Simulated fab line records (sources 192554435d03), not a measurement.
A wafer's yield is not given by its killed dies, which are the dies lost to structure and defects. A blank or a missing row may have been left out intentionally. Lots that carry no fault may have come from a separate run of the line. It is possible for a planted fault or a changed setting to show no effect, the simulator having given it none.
fab line records ; flow n5-finfet
record: lots: 11; wafers: 30; last-day: 18
route steps=1938 shown BEOL_M0@735 BEOL_M4@1111 PASSIVATION@1936
lots that met no fault: from a run of the same line without faults
start-h: hours from the record's opening day to when the first of the lot's shown wafers began ; wait-h: hours from the lot's prior step to this one ; " unchanged from the row above ; L1.1+2: a single row standing in for several wafers ; - no value present, or no start provided ; * or withheld: withheld ; < > ~ a bound
route shown NAME@n: names a module that has steps shown in the file, with the first one's number in the route ; usual: mean/standard deviation of fault-free wafers ; same: alike in all rows ; chamber/n: place in a boat ; sites: each site's reading ; _std_site: their standard deviation ; _edge_site: inner sites' mean taken away from outer sites' mean ; radius-mm: how far each site lies from the wafer's centre ; mask NAME#n: copy n ; behind: tool/chamber where the wafer was last shaped ; hold: the reason the lot was held/the length of the hold in hours/how it ended ; device: names the non-switching transistor (n, p or np) ; end of line: tests of these same wafers at the route's end ; a step with no rows: only its recipe ; killed: count of dies lost to structure and defects at first sort (not the wafer's yield) ; map: the dies of a wafer, with x for killed, . for not killed, _ for no die there
set.NAME: the run value of the setting; set.NAME@STEP: its run value at that earlier step ; model.NAME: the simulator's own value behind a step, which no gauge read
steps of the route over a sample of lots; a table a step, a row a wafer
services: a tool's chamber out of use, with start hour (start-h, from the record's first day; less than 0 if before it), hours out, and reason
== steps ==
step: N5_BEOL_M0_ANNEAL_117
recipe: temp-c: 400; time-s: 60; ambient: vacuum
usual: heater-power-w: 842/68
same: time-s: 60
lot.wafer;tool;chamber;start-h;wait-h;heater-power-w
L221.3;pvd-sputter-01;-;127.71;0.0;731
L221.4;pvd-sputter-01;-;127.71;0.0;996
L221.5;pvd-sputter-01;-;127.71;0.0;890
L222.3;pvd-sputter-02;-;130.42;0.0;803
L222.4;pvd-sputter-02;-;130.42;0.0;815
L222.6;pvd-sputter-02;-;130.42;0.0;853
L224.2;pvd-sputter-02;-;142.73;0.0;899
L224.4;pvd-sputter-02;-;142.73;0.0;853
L224.6;pvd-sputter-02;-;142.73;0.0;819
L229.4;pvd-sputter-02;-;170.54;0.0;866
L229.5;pvd-sputter-02;-;170.54;0.0;846
L231.2;pvd-sputter-03;-;181.93;0.0;733
L231.5;pvd-sputter-03;-;181.93;0.0;743
L233.3;pvd-sputter-03;-;199.33;0.0;867
L233.4;pvd-sputter-03;-;199.33;0.0;844
L236.1;pvd-sputter-03;-;220.67;0.0;901
L236.3;pvd-sputter-03;-;220.67;0.0;834
L236.5;pvd-sputter-03;-;220.67;0.0;900
L240.1;pvd-sputter-02;-;243.13;0.0;846
L240.4;pvd-sputter-02;-;243.13;0.0;847
L240.6;pvd-sputter-02;-;243.13;0.0;830
L242.2;pvd-sputter-02;-;248.66;0.0;812
L242.4;pvd-sputter-02;-;248.66;0.0;844
L242.6;pvd-sputter-02;-;248.66;0.0;800
L241.1;pvd-sputter-02;-;249.10;0.0;866
L241.3;pvd-sputter-02;-;249.10;0.0;913
L241.4;pvd-sputter-02;-;249.10;0.0;838
L243.1;pvd-sputter-02;-;254.58;0.0;831
L243.5;pvd-sputter-02;-;254.58;0.0;831
L243.6;pvd-sputter-02;-;254.58;0.0;931
step: N5_BEOL_M0_PRE_CLEAN_131
recipe: gas: NH3/H2; time-s: 15; temp-c: *; rf-power-w: 300
usual: heater-power-w: 83/7.2
same: time-s: 15
lot.wafer;tool;chamber;start-h;wait-h;heater-power-w
L221.3;cvd-co-01;1;128.82;0.0;88
L221.4;cvd-co-01;1;128.82;0.0;87
L221.5;cvd-co-01;0;128.82;0.0;90
L222.3;cvd-co-02;0;133.40;0.5;78
L222.4;cvd-co-02;2;133.40;0.5;75
L222.6;cvd-co-02;2;133.40;0.5;74
L224.2;cvd-co-02;0;143.85;0.0;73
L224.4;cvd-co-02;1;143.85;0.0;82
L224.6;cvd-co-02;2;143.85;0.0;72
L229.4;cvd-co-02;2;172.01;0.2;70
L229.5;cvd-co-02;0;172.01;0.2;79
L231.2;cvd-co-02;0;184.30;0.3;78
L231.5;cvd-co-02;1;184.30;0.3;80
L233.3;cvd-co-02;1;200.44;0.0;82
L233.4;cvd-co-02;0;200.44;0.0;78
L236.1;cvd-co-01;1;221.87;0.0;87
L236.3;cvd-co-01;0;221.87;0.0;93
L236.5;cvd-co-01;1;221.87;0.0;86
L240.1;cvd-co-01;0;244.23;0.0;93
L240.4;cvd-co-01;2;244.23;0.0;81
L240.6;cvd-co-01;0;244.23;0.0;96
L242.2;cvd-co-01;0;249.77;0.0;95
L242.4;cvd-co-01;2;249.77;0.0;78
L242.6;cvd-co-01;1;249.77;0.0;87
L241.1;cvd-co-01;2;250.21;0.0;83
L241.3;cvd-co-01;1;250.21;0.0;91
L241.4;cvd-co-01;1;250.21;0.0;87
L243.1;cvd-co-01;2;256.44;0.0;82
L243.5;cvd-co-01;1;256.44;0.0;90
L243.6;cvd-co-01;0;256.44;0.0;90
step: N5_BEOL_M0_CO_CAP_123
recipe: material: Co; target-thk-a: 20; temp-c: 200; precursor: CCTBA/H2; pressure-torr: 30; time-s: 102.1
usual: heater-power-w: 233/9.5; run-length-s: 125.2/0.36
lot.wafer;tool;chamber;start-h;wait-h;heater-power-w;run-length-s
L221.3;cvd-co-01;1;128.86;0.0;238;125.2
L221.4;cvd-co-01;1;128.86;0.0;236;125.8
L221.5;cvd-co-01;0;128.86;0.0;241;124.9
L222.3;cvd-co-02;0;133.47;0.1;222;125.6
L222.4;cvd-co-02;2;133.47;0.1;215;124.5
L222.6;cvd-co-02;2;133.47;0.1;221;124.8
L224.2;cvd-co-02;0;143.89;0.0;229;125.5
L224.4;cvd-co-02;1;143.89;0.0;230;124.9
L224.6;cvd-co-02;2;143.89;0.0;226;124.6
L229.4;cvd-co-02;2;172.06;0.0;217;154.5
L229.5;cvd-co-02;0;172.06;0.0;230;126.2
L231.2;cvd-co-02;0;184.36;0.0;225;155.5
L231.5;cvd-co-02;1;184.36;0.0;239;125.4
L233.3;cvd-co-02;1;200.48;0.0;229;125.1
L233.4;cvd-co-02;0;200.48;0.0;219;155.0
L236.1;cvd-co-01;1;221.91;0.0;241;124.9
L236.3;cvd-co-01;0;221.91;0.0;249;125.3
L236.5;cvd-co-01;1;221.91;0.0;240;125.3
L240.1;cvd-co-01;0;244.27;0.0;251;124.9
L240.4;cvd-co-01;2;244.27;0.0;222;125.0
L240.6;cvd-co-01;0;244.27;0.0;242;125.0
L242.2;cvd-co-01;0;249.81;0.0;250;125.1
L242.4;cvd-co-01;2;249.81;0.0;229;125.8
L242.6;cvd-co-01;1;249.81;0.0;243;125.2
L241.1;cvd-co-01;2;250.25;0.0;228;125.0
L241.3;cvd-co-01;1;250.25;0.0;235;125.7
L241.4;cvd-co-01;1;250.25;0.0;240;124.9
L243.1;cvd-co-01;2;256.48;0.0;231;125.5
L243.5;cvd-co-01;1;256.48;0.0;234;125.0
L243.6;cvd-co-01;0;256.48;0.0;245;125.0
step: N5_BEOL_M0_DEP_125
recipe: material: SiCN; target-thk-a: 80; temp-c: withheld; precursor: 3MS/NH3; pressure-torr: 3; rf-w: 202; time-s: 14
usual: showerhead-plenum-p-Torr: 3.668/0.013; throttle-valve-pct: 8.9/0.36
same: time-s: 14
lot.wafer;tool;chamber;start-h;wait-h;showerhead-plenum-p-Torr;throttle-valve-pct
L221.3;pecvd-02;0;128.98;0.0;3.661;8.5
L221.4;pecvd-02;0;128.98;0.0;3.659;8.5
L221.5;pecvd-02;2;128.98;0.0;3.655;9.1
L222.3;pecvd-01;2;133.59;0.0;3.677;9.5
L222.4;pecvd-01;0;133.59;0.0;3.679;8.7
L222.6;pecvd-01;2;133.59;0.0;3.680;9.5
L224.2;pecvd-02;0;144.01;0.0;3.654;8.7
L224.4;pecvd-02;0;144.01;0.0;3.651;8.4
L224.6;pecvd-02;1;144.01;0.0;3.675;9.0
L229.4;pecvd-02;1;172.16;0.0;3.659;9.3
L229.5;pecvd-02;0;172.16;0.0;3.655;8.6
L231.2;pecvd-01;1;184.52;0.0;3.651;8.9
L231.5;pecvd-01;0;184.52;0.0;3.686;8.8
L233.3;pecvd-04;1;200.59;0.0;3.661;8.3
L233.4;pecvd-04;0;200.59;0.0;3.680;9.4
L236.1;pecvd-01;1;222.04;0.0;3.644;8.8
L236.3;pecvd-01;1;222.04;0.0;3.652;8.7
L236.5;pecvd-01;0;222.04;0.0;3.682;9.0
L240.1;pecvd-01;2;244.39;0.0;3.677;8.1
L240.4;pecvd-01;1;244.39;0.0;3.653;9.0
L240.6;pecvd-01;0;244.39;0.0;3.675;9.0
L242.2;pecvd-04;2;249.92;0.0;3.655;8.6
L242.4;pecvd-04;0;249.92;0.0;3.683;9.3
L242.6;pecvd-04;1;249.92;0.0;3.674;8.6
L241.1;pecvd-02;0;250.36;0.0;3.660;8.7
L241.3;pecvd-02;2;250.36;0.0;3.658;8.9
L241.4;pecvd-02;1;250.36;0.0;3.677;9.3
L243.1;pecvd-01;2;256.60;0.0;3.665;8.2
L243.5;pecvd-01;1;256.60;0.0;3.643;8.9
L243.6;pecvd-01;2;256.60;0.0;3.675;8.2
step: N5_BEOL_M4_RC_MEAS_101
usual: DIBL_N: 36.3/2; DIBL_P: 36.3/2.4; IOFF_N: 0.16/0.034; IOFF_P: 0.21/0.035; ION_N: 672/12; ION_P: 459/6.5; SS_N: 71.6/0.67; SS_P: 73.3/0.71; VT_N: 250/3.5; VT_P: -251/3
lot.wafer;tool;chamber;start-h;wait-h;DIBL_N[mV/V];DIBL_P[mV/V];IOFF_N[nA/um];IOFF_P[nA/um];ION_N[uA/um];ION_P[uA/um];SS_N[mV/dec];SS_P[mV/dec];VT_N[mV];VT_P[mV]
L221.3;prober-01;0;171.06;0.3;35.5;35.7;0.15;0.20;662;458;71.6;73.3;250;-251
L221.4;prober-01;0;171.06;0.3;35.7;35.9;0.15;0.21;661;459;71.4;72.8;254;-251
L221.5;prober-01;0;171.06;0.3;34.9;34.7;0.13;0.19;655;450;71.9;72.6;251;-251
L222.3;prober-02;0;175.68;0.3;32.6;31.7;0.10;0.15;651;456;70.0;72.0;259;-256
L222.4;prober-02;0;175.68;0.3;32.3;31.6;0.10;0.15;653;453;69.8;71.8;256;-253
L222.6;prober-02;0;175.68;0.3;32.3;31.5;0.10;0.15;664;456;70.1;72.1;257;-254
L224.2;prober-02;0;191.15;0.2;36.8;38.7;0.17;0.20;675;453;71.6;73.8;250;-254
L224.4;prober-02;0;191.15;0.2;35.0;37.0;0.15;0.18;675;458;70.9;73.1;253;-255
L224.6;prober-02;0;191.15;0.2;36.5;38.6;0.16;0.21;675;453;71.7;73.9;253;-252
L229.4;prober-02;0;242.95;0.5;40.1;40.8;0.23;0.26;681;462;72.4;73.9;245;-251
L229.5;prober-02;0;242.95;0.5;39.7;37.9;0.20;0.21;677;453;73.6;73.3;252;-252
L231.2;prober-01;0;255.75;0.2;36.1;37.2;0.15;0.21;664;455;71.5;73.3;249;-251
L231.5;prober-01;0;255.75;0.2;37.2;38.8;0.19;0.23;683;462;72.4;73.6;246;-249
L233.3;prober-01;0;261.57;0.3;35.5;37.5;0.15;0.22;664;458;72.0;73.6;253;-248
L233.4;prober-01;0;261.57;0.3;36.9;38.8;0.19;0.23;671;459;72.6;73.9;249;-249
L240.1;prober-02;0;296.20;0.0;36.1;35.6;0.18;0.19;695;465;71.7;73.0;246;-253
L240.4;prober-02;0;296.20;0.0;35.3;35.6;0.17;0.19;681;459;71.2;72.9;247;-252
L240.6;prober-02;0;296.20;0.0;33.6;32.8;0.13;0.15;672;451;71.2;72.8;252;-256
L236.1;prober-02;0;302.96;0.0;36.1;37.3;0.15;0.22;661;462;71.3;73.1;249;-248
L236.3;prober-02;0;302.96;0.0;36.9;37.7;0.16;0.22;669;469;70.7;72.8;249;-245
L236.5;prober-02;0;302.96;0.0;36.7;38.0;0.16;0.22;684;474;72.0;73.5;249;-248
L242.2;prober-02;0;313.77;0.2;36.8;36.2;0.16;0.20;676;458;71.6;74.0;251;-249
L242.4;prober-02;0;313.77;0.2;33.8;32.4;0.12;0.15;666;460;70.9;72.0;255;-256
L242.6;prober-02;0;313.77;0.2;34.3;33.0;0.13;0.16;672;459;70.7;72.4;253;-252
L241.1;prober-01;0;317.86;0.0;37.9;38.8;0.20;0.25;699;473;72.3;74.4;245;-248
L241.3;prober-01;0;317.86;0.0;37.1;37.0;0.18;0.22;679;463;71.9;73.8;246;-249
L241.4;prober-01;0;317.86;0.0;40.2;40.1;0.24;0.28;693;469;72.8;74.6;243;-250
L243.1;prober-01;0;326.38;0.0;36.8;37.1;0.19;0.22;680;459;71.8;73.0;248;-249
L243.5;prober-01;0;326.38;0.0;37.2;37.9;0.20;0.24;679;459;72.0;73.4;246;-248
L243.6;prober-01;0;326.38;0.0;36.1;36.1;0.18;0.21;684;462;72.0;72.6;245;-251
step: N5_PASSIVATION_PROBE_49
usual: defect-limited-yield: 91.4/1.5; killed_at_M0_to_M3: 33/11; killed_at_M4_up: 14/5.3; killed-at-contacts: 13/6.2; killed-at-front-end: 39/13; killed-at-other: 3.1/2.8; killed-dies: 102/17; killed-open: 68/13; killed-short: 32/7.8; sort_bin_4_leakage: 0.00/0.007; sort_bin_5_function: 5.1/0.95; sort_bin_6_memory: 3.2/0.7; sort_bin_8_speed: 0.02/0.16; sort-n-pass: 1078/18; sort-yield-pct: 91.3/1.5
same: gross-dies: 1180; killed-at-back-side: 0
lot.wafer;tool;chamber;start-h;wait-h;defect-limited-yield[%];killed_at_M0_to_M3;killed_at_M4_up;killed-at-contacts;killed-at-front-end;killed-at-other;killed-dies;killed-open;killed-short;sort_bin_4_leakage[%];sort_bin_5_function[%];sort_bin_6_memory[%];sort_bin_8_speed[%];sort-n-pass;sort-yield-pct[%]
L221.3;prober-01;-;282.14;0.1;92.5;26;19;3;39;1;88;51;32;0;4.4;2.6;0;1092;92.5
L221.4;prober-01;-;282.19;0.2;90.8;51;9;3;45;1;109;67;41;0;5.4;3.5;0;1071;90.8
L221.5;prober-01;-;282.24;0.2;92.2;38;12;10;28;4;92;60;30;0;5.1;2.7;0;1088;92.2
L240.1;prober-01;-;404.50;0.0;92.5;44;9;9;26;1;89;65;24;0;4.4;3.0;0;1091;92.5
L240.4;prober-01;-;404.65;0.2;90.3;36;20;19;37;3;115;73;42;0;5.9;3.5;0;1065;90.3
L240.6;prober-01;-;404.75;0.3;95.0;20;10;12;16;1;59;35;24;0;2.6;2.3;0;1121;95.0
L241.1;prober-01;-;427.37;0.0;92.3;19;20;11;34;7;91;64;26;0;4.7;2.8;0;1089;92.3
L241.3;prober-01;-;427.47;0.1;94.6;21;12;7;20;4;64;40;24;0;3.6;1.4;0;1116;94.6
L241.4;prober-01;-;427.52;0.2;92.5;19;17;10;39;3;88;56;32;0;3.6;3.1;0;1092;92.5
L243.1;prober-02;-;434.71;0.1;91.3;27;10;23;39;4;103;74;29;0;4.7;3.8;0;1077;91.3
L243.5;prober-02;-;434.91;0.3;92.9;16;26;9;33;0;84;60;23;0;4.0;2.7;0;1096;92.9
L243.6;prober-02;-;434.96;0.4;89.2;16;22;30;55;4;127;93;32;0;7.2;3.1;0;1053;89.2
killed by level:class
L221.3 STI_FIN_REVEAL:geometric-particle:open=11 BEOL_M0_SAQP:geometric-particle:short=11 FIN_SAQP:geometric-particle:short=8 BEOL_M0_SAQP:geometric-particle:open=6 BEOL_M4:geometric-particle:open=6 FIN_SAQP:geometric-particle:open=5 DUMMY_GATE:geometric-particle:open=3 GATE_CUT:geometric-particle:short=3
L221.4 FIN_SAQP:geometric-particle:open=16 BEOL_M0_SAQP:geometric-particle:short=15 BEOL_M0_SAQP:geometric-particle:open=12 STI_FIN_REVEAL:geometric-particle:open=8 BEOL_M2:geometric-particle:open=7 FIN_SAQP:geometric-particle:short=5 BEOL_M1:geometric-particle:open=5 STARTING-WAFER:geometric-particle:short=5
L221.5 BEOL_M0_SAQP:geometric-particle:short=12 BEOL_M0_SAQP:geometric-particle:open=11 MOL_CONTACT_COAG:geometric-particle:open=9 FIN_SAQP:geometric-particle:open=8 STI_FIN_REVEAL:geometric-particle:open=5 BEOL_M4:geometric-particle:open=5 FIN_SAQP:geometric-particle:short=4 BEOL_M1:geometric-particle:open=4
L240.1 BEOL_M0_SAQP:geometric-particle:open=19 BEOL_M0_SAQP:geometric-particle:short=11 MOL_CONTACT_COAG:geometric-particle:open=8 FIN_SAQP:geometric-particle:open=5 DUMMY_GATE:geometric-particle:open=4 BEOL_M2:geometric-particle:open=4 BEOL_M3:geometric-particle:open=4 STARTING-WAFER:geometric-particle:open=4
L240.4 BEOL_M0_SAQP:geometric-particle:short=16 MOL_CONTACT_COAG:geometric-particle:open=15 BEOL_M0_SAQP:geometric-particle:open=13 BEOL_M4:geometric-particle:open=9 FIN_SAQP:geometric-particle:short=7 STI_FIN_REVEAL:geometric-particle:open=7 FIN_SAQP:geometric-particle:open=6 STARTING-WAFER:geometric-particle:open=5
L240.6 MOL_CONTACT_COAG:geometric-particle:open=10 BEOL_M0_SAQP:geometric-particle:open=8 BEOL_M0_SAQP:geometric-particle:short=7 BEOL_M2:geometric-particle:short=4 BEOL_M6:geometric-particle:open=4 FIN_SAQP:geometric-particle:short=3 FIN_SAQP:geometric-particle:open=3 STARTING-WAFER:geometric-particle:short=3
L241.1 MOL_CONTACT_COAG:geometric-particle:open=10 BEOL_M4:geometric-particle:open=10 GATE_CUT:geometric-particle:short=8 FIN_SAQP:geometric-particle:open=7 BEOL_M0_SAQP:geometric-particle:open=6 FIN_SAQP:geometric-particle:short=4 GATE_CUT:geometric-particle:open=4 BEOL_M0_SAQP:geometric-particle:short=4
L241.3 BEOL_M2:geometric-particle:open=7 MOL_CONTACT_COAG:geometric-particle:open=6 GATE_CUT:geometric-particle:open=5 BEOL_M4:geometric-particle:open=5 GATE_CUT:geometric-particle:short=4 FIN_SAQP:geometric-particle:short=3 FIN_SAQP:geometric-particle:open=3 STI_FIN_REVEAL:geometric-particle:short=3
L241.4 BEOL_M4:geometric-particle:open=9 FIN_SAQP:geometric-particle:short=8 FIN_SAQP:geometric-particle:open=7 MOL_CONTACT_COAG:geometric-particle:open=6 BEOL_M2:geometric-particle:open=6 STI_FIN_REVEAL:geometric-particle:open=5 GATE_CUT:geometric-particle:open=5 BEOL_M0_SAQP:geometric-particle:short=5
L243.1 MOL_CONTACT_COAG:geometric-particle:open=19 BEOL_M1:geometric-particle:open=12 FIN_SAQP:geometric-particle:open=6 GATE_CUT:geometric-particle:short=6 STI_FIN_REVEAL:geometric-particle:open=5 ILD0:geometric-particle:open=5 GATE_CUT:geometric-particle:open=4 MOL_CONTACT_COAG:geometric-particle:short=4
L243.5 BEOL_M5:geometric-particle:open=11 STI_FIN_REVEAL:geometric-particle:open=9 FIN_SAQP:geometric-particle:open=6 MOL_CONTACT_COAG:geometric-particle:open=6 BEOL_M4:geometric-particle:open=5 BEOL_M2:geometric-particle:open=4 ILD0:geometric-particle:open=4 GATE_CUT:geometric-particle:open=4
L243.6 MOL_CONTACT_COAG:geometric-particle:open=22 STI_FIN_REVEAL:geometric-particle:open=19 FIN_SAQP:geometric-particle:open=9 MOL_CONTACT_COAG:geometric-particle:short=8 BEOL_M1:geometric-particle:open=8 BEOL_M5:geometric-particle:open=7 BEOL_M4:geometric-particle:open=6 STI_FIN_REVEAL:geometric-particle:short=5
== services ==
tool;chamber;start-h;hours;kind
cvd-co-01;0;109.15;6.5;repair
pecvd-02;2;113.23;8.5;repair
cvd-co-02;1;114.67;-;clean
cvd-co-02;1;114.67;22.0;scheduled-down
cvd-co-02;1;114.67;22.0;vent-cycle
pvd-sputter-02;-;115.86;8.0;repair
pecvd-04;0;117.43;5.5;scheduled-down
pecvd-02;0;120.54;5.8;repair
cvd-co-01;-;131.30;3.8;pm
cvd-co-02;-;151.32;1.5;repair
cvd-co-02;-;167.38;4.1;repair
pecvd-04;-;172.67;5.6;repair
cvd-co-02;2;174.06;10.5;repair
pecvd-01;-;190.66;14.6;pm
pvd-sputter-02;-;197.53;7.5;repair
pecvd-01;2;205.26;-;clean
pecvd-01;2;205.26;-;consumable-replace:showerhead
pecvd-01;2;205.26;29.0;scheduled-down
pecvd-01;2;205.26;29.0;vent-cycle
cvd-co-01;2;232.36;3.2;repair
== key ==
first-sign: step: N5_BEOL_M0_CO_CAP_123; reading: run-length-s; direction: up; sigmas: 82; usual: *; struck: *
effect none on later readings
met-at N5_BEOL_M0_CO_CAP_123
struck-lots L229,L231,L233
struck-wafers L229.4,L231.2,L233.4
not-acting-at N5_BEOL_M0_ANNEAL_117,N5_BEOL_M0_PRE_CLEAN_131,N5_BEOL_M0_DEP_125
onset-between 143.89 172.06
fault: kind: process-parameter-drift; tool: cvd-co-02; chamber: -; onset-h: 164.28; steps: N5_BEOL_M0_CO_CAP_123; channel: time-s; offset: *; shape: step; end-h: 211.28; scope: struck-wafers-only; acts-in: *; stated: *
